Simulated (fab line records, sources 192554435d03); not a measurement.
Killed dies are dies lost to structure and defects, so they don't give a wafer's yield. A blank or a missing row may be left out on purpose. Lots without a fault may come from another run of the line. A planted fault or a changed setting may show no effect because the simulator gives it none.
Chamber matching | flow n5_finfet | N5_MOL_CONTACT_COAG_ETCH_105 on rie_diel-03: 4 sister chambers
The step etches SiARC in CF4, target depth 15.6 nm, time 26 s. 4 wafers are shown with their chamber, then 11 later ones without.

WAFERS WITH THEIR CHAMBER
wafer  | chamber | drypump_motor_current_A (A)
L083.1 | 0       | 6.3
L084.2 | 3       | 5.5
L089.6 | 1       | 5.9
L094.2 | 2       | 5.8

WAFERS WITHOUT THEIR CHAMBER
wafer  | drypump_motor_current_A (A)
L094.3 | 6.3
L094.5 | 5.8
L095.2 | 5.9
L095.4 | 5.9
L095.5 | 6.3
L096.1 | 5.8
L096.4 | 5.9
L096.6 | 5.9
L097.3 | 5.8
L097.4 | 6.2
L097.6 | 5.8

WHICH CHAMBER EACH WENT THROUGH
wafer  | from the rows above | in truth
L094.3 | 0                   | 0
L094.5 | 2                   | 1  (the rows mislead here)
L095.2 | 1                   | 1
L095.4 | 1                   | 1
L095.5 | 0                   | 0
L096.1 | 2                   | 2
L096.4 | 1                   | 1
L096.6 | 1                   | 1
L097.3 | 2                   | 2
L097.4 | 0                   | 0
L097.6 | 2                   | 2
Placed correctly: 10 of 11. Can't be placed from these rows: 0. Placed wrongly: 1.
How it was worked out, from the rows above alone: a wafer's distance from a chamber is the root of the sum, over the readings, of the square of ((its reading less the chamber's mean) divided by the reading's scatter). The wafer belongs to the nearest chamber; if the next one is less than 2 further off, it can't be placed. A chamber's mean is the mean of its shown wafers. The scatter: with one shown wafer a chamber, the root of the mean of the squares of how far each hidden wafer lies from its nearest shown one.
